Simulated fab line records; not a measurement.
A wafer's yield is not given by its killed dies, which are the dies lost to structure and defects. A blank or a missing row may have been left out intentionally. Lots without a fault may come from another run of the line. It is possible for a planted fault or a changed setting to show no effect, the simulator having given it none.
Chamber matching | flow n5-finfet | N5_BEOL_M10_ETCH_66 on rie-diel-06: 4 sister chambers
The step etches SOC in N2/H2, target depth 120 nm, overetch 24 nm, time 180 s. 14 wafers are shown with their chamber, then 7 later ones without.

== WAFERS PAIRED WITH THEIR CHAMBERS ==
wafer  | chamber | drypump-motor-current-A (A) | showerhead-plenum-p-Torr (Torr) | oes-product-au (a.u.)
L077.1 | 1       | 6.3                         | 2.69                            | 0.68
L077.2 | 2       | 5.8                         | 2.51                            | 0.57
L077.5 | 0       | 4.8                         | 2.67                            | 0.66
L083.1 | 0       | 4.8                         | 2.67                            | 0.65
L083.2 | 3       | 5.7                         | 2.60                            | 0.75
L083.3 | 1       | 6.2                         | 2.69                            | 0.67
L084.2 | 2       | 5.8                         | 2.50                            | 0.56
L084.4 | 0       | 4.8                         | 2.67                            | 0.65
L084.5 | 2       | 5.8                         | 2.50                            | 0.56
L090.1 | 1       | 6.2                         | 2.68                            | 0.65
L090.3 | 0       | 4.8                         | 2.66                            | 0.64
L090.4 | 3       | 5.7                         | 2.59                            | 0.71
L091.2 | 0       | 4.8                         | 2.66                            | 0.64
L091.5 | 1       | 6.3                         | 2.68                            | 0.64

SIGNATURES, as means of the wafers listed above
reading                  | chamber 0 | chamber 1 | chamber 2 | chamber 3 | scatter within a chamber
drypump-motor-current-A  | 4.800     | 6.250     | 5.800     | 5.700     | 0.0316
showerhead-plenum-p-Torr | 2.6660    | 2.6850    | 2.5033    | 2.5950    | 0.0058
oes-product-au           | 0.6480    | 0.6600    | 0.5633    | 0.7300    | 0.0147
Rule: a wafer lies at a distance from a chamber equal to the root of the sum of squares, over the readings, of (its reading less the chamber's mean, divided by the reading's scatter). The wafer belongs to the nearest chamber; if the next one is less than 2 further off, it can't be placed. The scatter is the square root of a quotient: the sum, over the shown wafers, of each reading's squared deviation from its chamber's mean, divided by wafers minus chambers.

== WAFERS MISSING THEIR CHAMBER ==
wafer  | drypump-motor-current-A (A) | showerhead-plenum-p-Torr (Torr) | oes-product-au (a.u.)
L091.6 | 4.8                         | 2.66                            | 0.64
L092.1 | 5.8                         | 2.50                            | 0.76
L092.2 | 5.7                         | 2.59                            | 0.70
L092.4 | 5.8                         | 2.59                            | 0.69
L096.1 | 5.8                         | 2.50                            | 0.75
L096.4 | 5.7                         | 2.58                            | 0.69
L096.5 | 6.2                         | 2.67                            | 0.63

== EACH ONE'S CHAMBER ==
wafer  | from the rows above | in truth
L091.6 | 0                   | 0
L092.1 | 2                   | 2
L092.2 | 3                   | 3
L092.4 | 3                   | 3
L096.1 | 2                   | 2
L096.4 | 3                   | 3
L096.5 | 1                   | 1
Correct placement for 7 of the 7. Not placeable from these rows: 0. Wrongly placed: 0.
